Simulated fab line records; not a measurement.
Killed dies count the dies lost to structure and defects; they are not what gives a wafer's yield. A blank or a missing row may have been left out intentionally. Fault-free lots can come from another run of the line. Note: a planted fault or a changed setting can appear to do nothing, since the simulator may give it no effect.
Chamber matching	flow n5Finfet	N5_BEOL_M13_VIA_ETCH_16 on rieDiel-01: 4 sister chambers
The step etches SiOC in C4F8/O2/Ar, target depth 921.7 nm. 18 wafers are shown with their chamber, then 9 later ones without.

WAFERS WITH THEIR CHAMBER
wafer	chamber	drypumpMotorCurrentA (A)	showerheadPlenumPTorr (Torr)	throttleValvePct (%)
L077.4	0	5.9	3.36	24.53
L077.5	1	5.5	3.36	24.73
L077.6	2	5.4	3.43	24.21
L080.1	0	5.9	3.35	24.54
L080.2	2	5.4	3.43	24.21
L080.4	3	6.3	3.37	23.90
L082.1	2	5.4	3.43	24.23
L082.3	0	5.9	3.35	24.58
L082.4	0	5.9	3.35	24.56
L084.1	3	6.3	3.36	23.92
L084.3	0	5.9	3.35	24.56
L084.4	3	6.3	3.36	23.91
L089.1	3	6.3	3.36	23.91
L089.3	2	5.4	3.42	24.23
L089.6	2	5.4	3.42	24.24
L090.1	1	5.6	3.35	24.41
L090.2	0	5.9	3.35	24.17
L090.4	3	6.3	3.35	23.93

SIGNATURES (means of the wafers above)
reading	chamber 0	chamber 1	chamber 2	chamber 3	scatter within a chamber
drypumpMotorCurrentA	5.900	5.550	5.400	6.300	0.0189
showerheadPlenumPTorr	3.3517	3.3550	3.4260	3.3600	0.00569
throttleValvePct	24.4900	24.5700	24.2240	23.9140	0.112
Rule: a wafer lies at a distance from a chamber equal to the root of the sum of squares, over the readings, of (its reading less the chamber's mean, divided by the reading's scatter). If the next closest chamber is less than 2 further off than the closest, the wafer can't be placed; otherwise it belongs to the closest. The scatter is the square root of a quotient: the sum, over the shown wafers, of each reading's squared deviation from its chamber's mean, divided by wafers minus chambers.

WAFERS MISSING THEIR CHAMBER
wafer	drypumpMotorCurrentA (A)	showerheadPlenumPTorr (Torr)	throttleValvePct (%)
L094.2	6.3	3.35	23.94
L094.5	5.6	3.35	24.41
L094.6	5.9	3.34	24.18
L096.1	6.3	3.35	23.93
L096.2	5.4	3.41	24.28
L096.6	5.6	3.34	24.43
L097.1	5.4	3.41	24.28
L097.3	6.2	3.35	23.95
L097.5	5.5	3.34	24.44

EACH ONE'S CHAMBER
wafer	from the rows above	in truth
L094.2	3	3
L094.5	1	1
L094.6	0	0
L096.1	3	3
L096.2	2	2
L096.6	1	1
L097.1	2	2
L097.3	3	3
L097.5	1	1
Correctly placed: 9 of 9. Can't be placed from these rows: 0. Wrongly placed: 0.
